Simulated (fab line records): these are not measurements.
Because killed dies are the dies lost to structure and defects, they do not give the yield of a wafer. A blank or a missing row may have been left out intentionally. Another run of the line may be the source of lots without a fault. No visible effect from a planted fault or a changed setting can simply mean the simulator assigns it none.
fab line records	flow n5Finfet
record lots=7	wafers=19	lastDay=17
route steps=1938 shown BEOL_M15@1821 PASS1_DEP@1831 MIM_BOT@1832 MIM_TOP@1834
lots with no fault: from the same line, run without faults
startH: hours from the record's first day to the start of the lot's first wafer shown	waitH: hours since the lot's step before	" same as the row above	L1.1+2: a row that stands for several wafers	- no value present, or no start provided	* or withheld: withheld	< > ~ a bound
route shown NAME@n: names a module that has steps shown in the file, with the first one's number in the route	usual: mean and standard deviation over wafers with no fault	same: alike in all rows	chamber/n: place in a boat	sites: each site's reading	_std_site: standard deviation across them	_edge_site: the outer-site mean with the inner-site mean subtracted	radiusMm: for every site, how far away it sits from the centre of the wafer	mask NAME#n: copy n	behind: the last tool/chamber to shape the wafer	hold: the reason the lot was held/the length of the hold in hours/how it ended	device: the transistor (n, p or np) that didn't switch	end of line: the same wafers' tests at the end of the route	for a step that has no rows: nothing shown but its recipe	killed: dies lost to structure and defects at the first sort, not the wafer's yield	map: per-die view of a wafer (x killed, . not killed, _ where there is no die)
set.NAME: the setting the step ran with; set.NAME@STEP: the setting that earlier step ran with	model.NAME: the simulator's own value behind a step, which no gauge read
lots at some steps of the route; a table a step, a row a wafer
services: the hour from which a tool's chamber was out of use, counted from the record's first day as startH (under 0 if before that day), plus the number of hours and why
## steps
# step N5_BEOL_M15_SPUTTER_45
# recipe material=Cu	targetThkA=1000	tempC=-20	biasV=60	powerW=26000	chamberPressurePa=0.13	timeS=16.67
# usual throttleValvePct=30.3/1.2
lot.wafer	tool	chamber	startH	waitH	throttleValvePct
L785.1	pvdSputter-01	-	286.15	0.0	33.1
L785.4	"	-	"	"	30.6
L785.6	"	-	"	"	32.9
L788.3	pvdSputter-03	-	304.42	0.0	31.2
L788.4	"	-	"	"	29.0
L788.6	"	-	"	"	31.1
L792.2	pvdSputter-03	-	329.79	0.0	31.0
L792.4	"	-	"	"	29.5
L792.5	"	-	"	"	30.2
L794.2	pvdSputter-01	-	346.19	0.0	30.7
L794.3	"	-	"	"	31.6
L794.6	"	-	"	"	31.5
L796.2	pvdSputter-03	-	372.27	0.0	31.2
L796.3	"	-	"	"	29.1
L796.6	"	-	"	"	28.9
L800.2	pvdSputter-01	-	386.24	0.0	33.0
L800.6	"	-	"	"	29.7
L798.2	pvdSputter-01	-	396.35	0.0	32.8
L798.3	"	-	"	"	31.6
# step N5_BEOL_M15_ECD_47
# recipe material=Cu	targetThkA=18600
# step N5_BEOL_M15_ANNEAL_48
# recipe tempC=225	timeS=90	ambient=N2
# usual wafer_temp_C_max=226.19/0.3
lot.wafer	tool	chamber	startH	waitH	wafer_temp_C_max
L785.1	rtpAnneal-02	0	286.51	0.2	226.42
L785.4	"	0	"	"	226.92
L785.6	"	0	"	"	226.35
L788.3	rtpAnneal-02	0	305.33	0.6	226.18
L788.4	"	0	"	"	226.31
L788.6	"	0	"	"	226.06
L792.2	rtpAnneal-01	0	330.19	0.2	225.82
L792.4	"	0	"	"	226.10
L792.5	"	0	"	"	226.47
L794.2	rtpAnneal-02	0	346.62	0.2	226.16
L794.3	"	0	"	"	226.35
L794.6	"	0	"	"	226.09
L796.2	rtpAnneal-01	0	373.40	0.9	226.26
L796.3	"	0	"	"	225.98
L796.6	"	0	"	"	226.08
L800.2	rtpAnneal-01	0	386.65	0.2	225.76
L800.6	"	0	"	"	225.84
L798.2	rtpAnneal-01	0	396.75	0.2	225.64
L798.3	"	0	"	"	225.84
# step N5_BEOL_M15_CMP_49
# recipe stopOn=SiO2	tOverpolishS=4.9	downForcePsi=2	platenRpm=80	clearingPlatenDownForcePsi=2	clearingPlatenRpm=80	postCmpClean=cuAlkaline	targetThkNm=850	clearingPlatenPadVelocityMS=1.5917	padVelocityMS=1.5917
# usual barrierFieldEndpointS=11.35/0.27	motorCurrentA=7.8/0.54	overpolishRunS=4.900/0.0096
lot.wafer	tool	chamber	startH	waitH	barrierFieldEndpointS	motorCurrentA	overpolishRunS
L785.1	cmp-02	3	287.01	0.5	11.18	7.7	4.911
L785.4	"	0	"	"	11.66	7.9	4.896
L785.6	"	2	"	"	11.17	7.3	4.897
L788.4	cmp-01	2	305.55	0.1	11.72	8.5	4.900
L788.3	"	0	"	"	11.55	7.9	4.910
L788.6	"	3	"	"	11.29	7.3	4.904
L792.2	cmp-01	0	330.44	0.2	11.52	7.7	4.910
L792.4	"	1	"	"	11.44	7.8	4.896
L792.5	"	1	"	"	11.37	7.3	4.898
L794.3	cmp-04	3	346.87	0.2	11.60	8.6	4.900
L794.2	"	0	"	"	11.40	8.0	4.907
L794.6	"	3	"	"	11.43	8.4	4.903
L796.3	cmp-04	2	373.70	0.2	11.69	7.3	4.912
L796.2	"	0	"	"	11.01	7.6	4.909
L796.6	"	1	"	"	11.49	7.5	4.886
L800.2	cmp-04	1	386.94	0.2	11.45	7.5	4.882
L800.6	"	0	"	"	11.40	7.6	4.898
L798.3	cmp-01	1	397.01	0.2	11.28	7.7	4.914
L798.2	"	0	"	"	11.71	8.0	4.909
# step N5_BEOL_M15_THK_MEAS_50
# recipe thkMeasGauge=xrf	reads=Cu_of_BEOL_M15_ECD_47
# usual M15_THK=858/19
lot.wafer	tool	chamber	startH	waitH	M15_THK[nm]
L785.1	filmMetro-02	-	287.23	-	851
L785.4	"	-	"	"	857
L785.6	"	-	"	"	816
L788.3	filmMetro-02	-	305.84	-	869
L788.4	"	-	"	"	857
L788.6	"	-	"	"	876
L792.2	filmMetro-01	-	330.74	-	897
L792.4	"	-	"	"	846
L792.5	"	-	"	"	849
L794.2	filmMetro-02	-	347.16	-	857
L794.3	"	-	"	"	874
L794.6	"	-	"	"	830
L796.2	filmMetro-01	-	373.96	-	832
L796.3	"	-	"	"	866
L796.6	"	-	"	"	837
L800.2	filmMetro-02	-	387.19	-	865
L800.6	"	-	"	"	868
L798.2	filmMetro-01	-	397.30	-	900
L798.3	"	-	"	"	871
# step N5_BEOL_M15_PRE_CLEAN_52
# recipe gas=NH3	timeS=15	tempC=withheld	rfPowerW=300
# step N5_BEOL_M15_DEP_53
# recipe material=SiCN	targetThkA=500	tempC=withheld	precursor=3MS/NH3	pressureTorr=3	rfW=675	timeS=17.8
# usual showerheadPlenumPTorr=4.16/0.031	throttleValvePct=17.9/0.77
lot.wafer	tool	chamber	startH	waitH	showerheadPlenumPTorr	sinceWetCleanH	throttleValvePct
L785.1	pecvd-03	2	287.31	0.0	4.11	232	17.5
L785.4	"	2	"	"	4.10	-	17.8
L785.6	"	2	"	"	4.10	-	17.6
L788.3	pecvd-04	2	305.90	0.0	4.19	667	17.5
L788.4	"	1	"	"	4.16	-	18.5
L788.6	"	0	"	"	4.21	-	19.0
L792.2	pecvd-04	1	330.80	0.0	4.15	1578	18.5
L792.4	"	0	"	"	4.19	-	18.7
L792.5	"	1	"	"	4.16	-	18.6
L794.2	pecvd-03	0	347.23	0.0	4.13	1051	17.6
L794.3	"	2	"	"	4.10	292	17.7
L794.6	"	2	"	"	4.10	-	18.0
L796.2	pecvd-04	1	374.02	0.0	4.15	1622	18.7
L796.3	"	0	"	"	4.20	897	19.0
L796.6	"	0	"	"	4.19	-	19.1
L800.2	pecvd-03	2	387.27	0.0	4.10	332	17.9
L800.6	"	1	"	"	4.17	-	18.0
L798.2	pecvd-04	0	397.36	0.0	4.19	920	19.4
L798.3	"	1	"	"	4.15	1645	18.3
# step N5_BEOL_M15_RS_MEAS_54
# recipe thkMeasGauge=four-point-probe	reads=Cu_of_BEOL_M15_ECD_47+Ta_of_BEOL_M15_SPUTTER_44+TaN_of_BEOL_M15_SPUTTER_43
# usual M15_RS=0.0217/0.00043
lot.wafer	tool	chamber	startH	waitH	M15_RS[ohm/sq]
L785.1	filmMetro-02	-	287.39	0.1	0.0217
L785.4	"	-	"	"	0.0217
L785.6	"	-	"	"	0.0226
L788.3	filmMetro-01	-	305.97	0.1	0.0214
L788.4	"	-	"	"	0.0218
L788.6	"	-	"	"	0.0212
L792.2	filmMetro-02	-	330.87	0.1	0.0207
L792.4	"	-	"	"	0.0219
L792.5	"	-	"	"	0.0219
L794.2	filmMetro-01	-	347.29	0.1	0.0215
L794.3	"	-	"	"	0.0212
L794.6	"	-	"	"	0.0222
L796.2	filmMetro-02	-	374.09	0.1	0.0224
L796.3	"	-	"	"	0.0215
L796.6	"	-	"	"	0.0224
L800.2	filmMetro-01	-	387.35	0.1	0.0215
L800.6	"	-	"	"	0.0215
L798.2	filmMetro-01	-	397.43	0.1	0.0210
L798.3	"	-	"	"	0.0217
# step N5_BEOL_M15_INSPECT_55
# recipe inspectInstrument=darkfield	mode=postDep
# usual rawDefectCount=73/25
lot.wafer	tool	chamber	startH	waitH	rawDefectCount
L785.1	defectInspect-02	-	287.42	0.0	85
L785.4	"	-	"	"	104
L785.6	"	-	"	"	104
L788.3	defectInspect-01	-	306.00	0.0	41
L788.4	"	-	"	"	51
L788.6	"	-	"	"	51
L792.2	defectInspect-01	-	330.90	0.0	106
L792.4	"	-	"	"	67
L792.5	"	-	"	"	90
L794.2	defectInspect-02	-	347.32	0.0	99
L794.3	"	-	"	"	125
L794.6	"	-	"	"	54
L796.2	defectInspect-01	-	374.12	0.0	39
L796.3	"	-	"	"	53
L796.6	"	-	"	"	48
L800.2	defectInspect-02	-	387.38	0.0	90
L800.6	"	-	"	"	117
L798.2	defectInspect-02	-	397.46	0.0	75
L798.3	"	-	"	"	56
# step N5_BEOL_M15_RC_MEAS_101
# usual etestTempC=25.00/0.12	COMB_M10=1.5e-11/3.3e-12	COMB_M11=1.54e-11/2.5e-12	COMB_M12=6.7e-12/1.2e-12	COMB_M13=5.5e-12/1e-12	COMB_M14=4.3e-12/9.1e-13	COMB_M15=3.2e-12/5.7e-13	COMB_M5=3.6e-11/7.6e-12	COMB_M5_max_site=5.1e-11/1.3e-11	COMB_M6=2.6e-11/5.1e-12	COMB_M7=2.5e-11/4.4e-12	COMB_M7_max_site=3.6e-11/7.5e-12	COMB_M8=2.5e-11/5.3e-12	COMB_M9=1.55e-11/2.8e-12	SERP_M10=3.05/0.084	SERP_M11=3.10/0.089	SERP_M12=0.634/0.018	SERP_M13=0.311/0.0068	SERP_M14=0.160/0.0047	SERP_M5=39.0/1.5	SERP_M5_max_site=40.5/1.7	SERP_M6=13.5/0.58	SERP_M7=13.9/0.62	SERP_M8=13.5/0.5	SERP_M9=3.04/0.091
lot.wafer	tool	chamber	startH	waitH	etestTempC	COMB_M10[S/m]	COMB_M11[S/m]	COMB_M12[S/m]	COMB_M13[S/m]	COMB_M14[S/m]	COMB_M15[S/m]	COMB_M5[S/m]	COMB_M5_max_site[S/m]	COMB_M6[S/m]	COMB_M7[S/m]	COMB_M7_max_site[S/m]	COMB_M8[S/m]	COMB_M9[S/m]	SERP_M10[ohm/um]	SERP_M11[ohm/um]	SERP_M12[ohm/um]	SERP_M13[ohm/um]	SERP_M14[ohm/um]	SERP_M5[ohm/um]	SERP_M5_max_site[ohm/um]	SERP_M6[ohm/um]	SERP_M7[ohm/um]	SERP_M8[ohm/um]	SERP_M9[ohm/um]
L785.1	prober-01	0	287.44	0.0	24.99	1.4e-11	1.33e-11	6.2e-12	5.6e-12	4.1e-12	3.5e-12	3e-11	3.8e-11	2.2e-11	2.4e-11	3.3e-11	2.2e-11	1.4e-11	3.05	3.16	0.645	0.322	0.156	35.6	36.8	14.4	13.5	14.4	3.05
L785.4	"	0	"	"	24.94	2.3e-11	1.22e-11	6.6e-12	6e-12	6.2e-12	3.9e-12	3.7e-11	5.2e-11	2.8e-11	2.2e-11	3.4e-11	2.6e-11	1.67e-11	3.07	3.27	0.638	0.314	0.154	38.2	40.3	13.0	13.3	14.6	3.07
L785.6	"	0	"	"	24.97	1.1e-11	2.08e-11	9.8e-12	6e-12	3.7e-12	3e-12	3.2e-11	5.1e-11	2.8e-11	2.6e-11	3.4e-11	2.1e-11	1.75e-11	3.17	2.99	0.649	0.310	0.154	38.4	40.8	13.8	14.7	13.4	2.90
L788.3	prober-02	0	306.33	0.3	25.03	1.1e-11	1.43e-11	5.8e-12	5.3e-12	5.6e-12	2.2e-12	3.1e-11	5.6e-11	2.1e-11	2.6e-11	2.9e-11	3.8e-11	1.73e-11	3.20	3.13	0.662	0.301	0.161	38.6	41.7	13.7	14.9	12.6	3.06
L788.4	"	0	"	"	24.95	1.4e-11	1.44e-11	9.1e-12	6.8e-12	2.9e-12	3e-12	3.3e-11	3.9e-11	2.2e-11	2.6e-11	3.2e-11	3.4e-11	1.14e-11	3.24	3.19	0.657	0.299	0.159	41.2	43.4	14.3	14.2	12.7	2.86
L788.6	"	0	"	"	24.93	1.6e-11	1.39e-11	6.3e-12	7e-12	3.1e-12	3e-12	2.3e-11	2.8e-11	2.4e-11	1.9e-11	3e-11	2.2e-11	1.2e-11	3.06	3.12	0.666	0.322	0.158	36.9	40.6	13.4	15.1	13.5	2.88
L792.2	prober-01	0	331.08	0.2	24.98	1.8e-11	1.58e-11	5.6e-12	4.6e-12	5e-12	3e-12	3.5e-11	3.7e-11	2.8e-11	3.1e-11	3.7e-11	2.5e-11	1.69e-11	3.04	2.96	0.664	0.316	0.161	37.5	38.6	13.5	13.7	13.8	3.16
L792.4	"	0	"	"	24.95	1.8e-11	1.55e-11	7.6e-12	4.9e-12	3.8e-12	3.3e-12	3.3e-11	6.5e-11	2.1e-11	2.6e-11	4e-11	2.8e-11	1.92e-11	3.19	3.08	0.624	0.305	0.158	38.7	39.5	14.7	13.5	13.9	3.07
L792.5	"	0	"	"	24.92	1.4e-11	1.5e-11	5.6e-12	6e-12	5.1e-12	4.4e-12	3.6e-11	4.6e-11	1.8e-11	4.2e-11	5.1e-11	2e-11	1.73e-11	3.10	2.95	0.666	0.321	0.156	39.1	40.9	13.3	13.6	13.3	2.99
L794.2	prober-02	0	347.50	0.2	25.05	1.7e-11	1.66e-11	6.3e-12	6.2e-12	6.5e-12	2.4e-12	2.9e-11	3.9e-11	2.4e-11	2.9e-11	3.7e-11	3.3e-11	1.57e-11	2.91	3.09	0.626	0.314	0.168	38.8	39.5	13.4	14.2	13.3	2.92
L794.3	"	0	"	"	24.86	2.1e-11	1.92e-11	6.7e-12	6e-12	4.3e-12	2.7e-12	2.8e-11	4.7e-11	2.8e-11	2.8e-11	3.5e-11	2.1e-11	1.36e-11	3.05	3.14	0.617	0.314	0.170	40.0	41.3	13.5	14.1	13.3	3.06
L794.6	"	0	"	"	25.12	1.8e-11	1.47e-11	6.5e-12	4.1e-12	3.8e-12	3e-12	2.9e-11	4.2e-11	2.4e-11	3e-11	4e-11	2.8e-11	1.76e-11	3.00	3.14	0.617	0.314	0.170	39.8	41.0	13.8	13.2	14.2	3.02
L796.2	prober-01	0	374.30	0.2	25.02	1.6e-11	1.64e-11	5.5e-12	6.1e-12	5e-12	3.8e-12	2.8e-11	3.9e-11	2.9e-11	2.7e-11	3.7e-11	1.5e-11	1.79e-11	3.00	3.02	0.651	0.306	0.159	37.9	38.6	13.2	14.9	13.3	3.12
L796.3	"	0	"	"	25.01	1.6e-11	1.84e-11	5.1e-12	7.1e-12	4e-12	5e-12	3.8e-11	5.5e-11	2.7e-11	2.8e-11	4.6e-11	2.2e-11	1.4e-11	3.07	3.03	0.621	0.324	0.162	39.1	42.0	14.2	13.8	14.1	3.02
L796.6	"	0	"	"	24.98	9e-12	1.46e-11	6.3e-12	5.3e-12	3.8e-12	3.8e-12	3.2e-11	5.2e-11	2.8e-11	2.5e-11	4.2e-11	2.1e-11	1.42e-11	3.07	3.07	0.634	0.317	0.161	36.4	38.1	14.3	15.6	13.1	3.05
L800.2	prober-01	0	387.56	0.2	25.17	1.6e-11	1.47e-11	7.3e-12	5.1e-12	3.5e-12	3.5e-12	3.7e-11	6.5e-11	2.3e-11	2.5e-11	3.9e-11	3.2e-11	1.1e-11	2.94	3.01	0.613	0.316	0.159	37.0	39.5	13.4	14.5	13.2	3.14
L800.6	"	0	"	"	25.01	1.7e-11	1.82e-11	7e-12	5.5e-12	3.8e-12	3.3e-12	4.5e-11	5.3e-11	2.7e-11	3.1e-11	3.7e-11	3.4e-11	1.71e-11	3.12	3.03	0.619	0.306	0.161	35.8	37.5	12.8	13.8	13.6	2.88
L798.2	prober-02	0	397.64	0.2	24.93	1.3e-11	1.55e-11	7e-12	7e-12	6e-12	2.8e-12	2.5e-11	3.1e-11	2.6e-11	2.4e-11	3.7e-11	3e-11	1.66e-11	3.07	3.37	0.642	0.313	0.155	40.5	41.9	14.0	14.6	13.7	3.04
L798.3	"	0	"	"	24.99	1.5e-11	1.64e-11	9.4e-12	5.6e-12	5.9e-12	3.2e-12	3.2e-11	3.9e-11	2.6e-11	2.3e-11	3.5e-11	2.4e-11	1.68e-11	3.13	3.12	0.626	0.321	0.161	39.1	41.2	13.6	14.1	13.3	2.98
# step N5_PASSIVATION_PECVD_00
# recipe material=SiO2	targetThkA=2000	tempC=400	precursor=SiH4/N2O	pressureTorr=2.7	rfW=608	timeS=11.2
# step N5_MIM_BOT_DEGAS_01
# recipe ambient=vacuum	tempC=300	timeS=60
# step N5_MIM_BOT_SPUTTER_00
# recipe material=TiN	targetThkA=350	tempC=200	powerW=3000	chamberPressurePa=0.49996	gas=Ar	reactivePartialPa=0.37997	timeS=89.7
# usual throttleValvePct=30.1/1.2
lot.wafer	tool	chamber	startH	waitH	throttleValvePct	model.TiN_of_MIM_BOT_SPUTTER_00.thkNm
L785.1	pvdSputter-03	-	293.60	4.8	29.1	35
L785.4	"	-	"	"	30.1	34.8
L785.6	"	-	"	"	29.4	35
L788.3	pvdSputter-02	-	307.86	0.0	31.8	34.6
L788.4	"	-	"	"	29.3	35.2
L788.6	"	-	"	"	30.0	35
L792.2	pvdSputter-02	-	332.47	0.0	28.4	35.2
L792.4	"	-	"	"	28.7	34.8
L792.5	"	-	"	"	30.0	35.2
L794.2	pvdSputter-02	-	349.93	0.0	28.4	34.4
L794.3	"	-	"	"	29.3	34.6
L794.6	"	-	"	"	31.5	33.8
L796.2	pvdSputter-02	-	375.49	0.0	29.9	60.4
L796.3	"	-	"	"	31.5	34.2
L796.6	"	-	"	"	28.5	34.8
L800.2	pvdSputter-02	-	390.61	0.0	28.3	60.2
L800.6	"	-	"	"	31.4	33.8
L798.2	pvdSputter-02	-	399.27	0.0	31.2	59.8
L798.3	"	-	"	"	29.4	35
# step N5_MIM_TOP_ALD_00
# recipe material=Al2O3	targetThkA=*	tempC=withheld	aldPrecursorFamily=TMA	aldCoReactant=O3	pulseTimeS=withheld	purgeTimeS=3	coReactantPurgeTimeS=withheld	coReactantPulseTimeS=3	aldCycles=withheld
# usual precursorPulseHeightRel=1.002/0.021
lot.wafer	tool	chamber	startH	waitH	precursorPulseHeightRel
L785.1	aldHk-03	0	293.70	0.1	0.990
L785.4	"	3	"	"	0.975
L785.6	"	0	"	"	0.980
L788.3	aldHk-02	0	307.96	0.1	0.981
L788.4	"	1	"	"	1.007
L788.6	"	0	"	"	0.976
L792.2	aldHk-01	2	332.57	0.1	1.025
L792.4	"	3	"	"	1.003
L792.5	"	3	"	"	1.022
L794.2	aldHk-03	1	350.03	0.1	1.009
L794.3	"	0	"	"	0.997
L794.6	"	2	"	"	0.986
L796.3	aldHk-03	3	375.59	0.1	1.007
L796.6	"	0	"	"	1.021
L800.6	aldHk-03	1	390.74	0.1	1.013
L798.3	aldHk-03	1	399.37	0.1	0.977
## services
tool	chamber	startH	hours	kind
pvdSputter-01	-	264.67	2.1	repair
cmp-04	-	268.18	0.3	repair
pecvd-03	1	278.44	12.3	repair
pecvd-03	0	300.65	12.7	repair
pecvd-04	1	321.81	5.6	repair
cmp-04	-	330.66	0.8	repair
cmp-01	-	334.09	4.0	pm
cmp-01	-	338.09	-	consumableReplace:conditioner
cmp-01	-	338.09	-	consumableReplace:pad
pecvd-03	0	338.57	5.5	scheduledDown
cmp-04	-	358.70	1.1	repair
aldHk-01	-	363.90	0.9	repair
cmp-02	-	371.86	1.0	repair
pecvd-03	0	383.19	5.0	scheduledDown
pecvd-03	1	392.58	5.5	scheduledDown
pecvd-04	-	398.81	2.8	pm
## key
firstSign none at tools or gauges
modelEffect step=N5_MIM_BOT_SPUTTER_00	value=TiN_of_MIM_BOT_SPUTTER_00.thkNm	without=34.4	struck=60.13
metAt N5_MIM_BOT_SPUTTER_00
struckWafers L796.2,L798.2,L800.2
laterRowsLeftOut L796.2,L798.2,L800.2
sortLeftOut L796.2,L798.2,L800.2
onsetBetween 349.93 375.49
fault kind=processParameterDrift	tool=pvdSputter-02	chamber=-	onsetH=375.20	steps=N5_MIM_BOT_SPUTTER_00	channel=timeS	offset=*	shape=step	endH=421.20	scope=struckWafersOnly	actsIn=*	stated=*
# sortLeftOut: the simulated sort isn't trusted on such a fault, so these wafers' sort isn't shown, and their yield isn't known
# laterRowsLeftOut: the simulator's readings of these wafers behind a module that went badly wrong aren't trusted and aren't shown, but for the sort
